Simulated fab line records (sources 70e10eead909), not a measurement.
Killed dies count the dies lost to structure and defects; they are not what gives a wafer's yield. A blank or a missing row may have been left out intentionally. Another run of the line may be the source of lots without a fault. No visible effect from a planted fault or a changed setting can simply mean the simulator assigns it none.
A struck lot beside a sound one ; flow nand-harc ; 14 out of 1159 route steps
Sound: wafers L350.2, L350.3, L350.5. Struck: wafers L352.2, L352.5 (left out: L352.3, a lot-mate that was not struck); the cause follows at the end.
Order at every step that has rows: each side's tool, ch and its chambers, its first start. Under that, the readings that differ: sound wafers ; struck wafers ; difference of the means ; sigmas: that difference in standard deviations of wafers without a fault.
alike: a reading whose means differ by less than 2 such deviations, as well as words and numbers matching on both sides. not compared: withheld readings; readings where some wafer has no value; bounds like >300 that might hide an equal value; numbers whose values overlap and for which the record gives no deviation.
Wherever a step has rows on one side only, a row that says differs or no value, or a row with sigmas, the two part there. Numbers that have no deviation but don't overlap get no sigmas and don't part them. Lack of a reading on every wafer of one side parts them only where that side has two or more wafers.

first, 7 steps without rows for these wafers: NHARC_A_STAIRCASE_COAT_03; NHARC_A_STAIRCASE_SOFTBAKE_04 (time 170 s); NHARC_A_STAIRCASE_EBR_05; NHARC_A_STAIRCASE_EXPOSE_06 (exposes mask STAIR); NHARC_A_STAIRCASE_PEB_07 (peb time 130 s); NHARC_A_STAIRCASE_DEVELOP_08 (time 140 s); NHARC_A_STAIRCASE_HARDBAKE_10 (time 140 s).
NHARC_A_STAIRCASE_DESCUM_11: chemistry O2, time 3 s.
  sound on rie-diel-07 ch 0,1, day 14 12:52; struck on rie-diel-08 ch 1,2, day 14 23:55
reading;sound;struck;difference;sigmas
drypump-motor-current-A (A);4.8 4.8 4.8;6.4 6.3;+1.5;+3
  alike: oes-product-au, rf-vpp-V, showerhead-plenum-p-Torr, throttle-valve-pct
  not compared: rf-hours-counter-h
NHARC_A_STAIRCASE_TRIM_12: chemistry O2, time 211.2 s.
  sound on rie-diel-07 ch 1,2,3, day 14 12:58; struck on rie-diel-08 ch 1,3, day 15 00:01
reading;sound;struck;difference;sigmas
drypump-motor-current-A (A);5.1 5.8 4.8;6.5 6.4;+1.2;+2
  alike: oes-product-au, rf-vpp-V, showerhead-plenum-p-Torr, throttle-valve-pct
  not compared: rf-hours-counter-h
NHARC_A_STAIRCASE_ETCH_13: etches the open film in C4F8/O2, target depth 100 nm, time 40.5 s.
  sound: rie-diel-07 ch 0,1; struck: rie-diel-08 ch 0,3
  alike: oes-product-au, rf-vpp-V, run-length-s
  not compared: rf-hours-counter-h
NHARC_A_STAIRCASE_TRIM_14: chemistry O2, time 211.2 s.
  sound: rie-diel-07 ch 0,2; struck: rie-diel-08 ch 3
reading;sound;struck;difference;sigmas
drypump-motor-current-A (A);5.1 4.7 5.1;6.4 6.4;+1.4;+3
  alike: oes-product-au, rf-vpp-V, showerhead-plenum-p-Torr, throttle-valve-pct
  not compared: rf-hours-counter-h
NHARC_A_STAIRCASE_ETCH_15: etches the open film in C4F8/O2, target depth 100 nm, time 40.5 s.
  sound on rie-diel-07 ch 2,3, day 14 13:21; struck on rie-diel-08 ch 0,1, day 15 00:37
reading;sound;struck;difference;sigmas
oes-product-au (a.u.);0.955 0.936 0.930;0.915 0.919;-0.023;-2
run-length-s (s);61.7 62.2 62.2;48.0 48.1;-14.0;-37
  alike: rf-vpp-V
  not compared: rf-hours-counter-h
NHARC_A_STAIRCASE_TRIM_16: chemistry O2, time 211.2 s.
  sound: rie-diel-07 ch 1,3; struck: rie-diel-08 ch 3
reading;sound;struck;difference;sigmas
drypump-motor-current-A (A);5.8 4.8 4.8;6.4 6.3;+1.2;+2
oes-product-au (a.u.);0.991 0.992 0.989;1.013 1.012;+0.022;+3
throttle-valve-pct (%);17.040 17.005 17.035;17.043 17.052;+0.021;+2
  alike: rf-vpp-V, showerhead-plenum-p-Torr
  not compared: rf-hours-counter-h
-- break in the record here, with 9 days between the starts of the struck wafers on either side (left off in module A_STAIRCASE, picked up again in module END, where the first step shown is number 1159 on the route) --
NHARC_END_SORT_01:
  sound on prober-01 ch 0, day 23 00:31; struck on prober-02 ch 0, day 23 13:28
reading;sound;struck;difference;sigmas
killed-at-array;25 32 35;671 670;+640;+65
killed-dies;28 37 38;677 677;+643;+65
  alike: killed-at-other, killed-at-periphery, killed-open, killed-short

WHERE THEY PART
First at NHARC_A_STAIRCASE_DESCUM_11; last, within this record, at NHARC_END_SORT_01.

WHY: what the simulator had put in
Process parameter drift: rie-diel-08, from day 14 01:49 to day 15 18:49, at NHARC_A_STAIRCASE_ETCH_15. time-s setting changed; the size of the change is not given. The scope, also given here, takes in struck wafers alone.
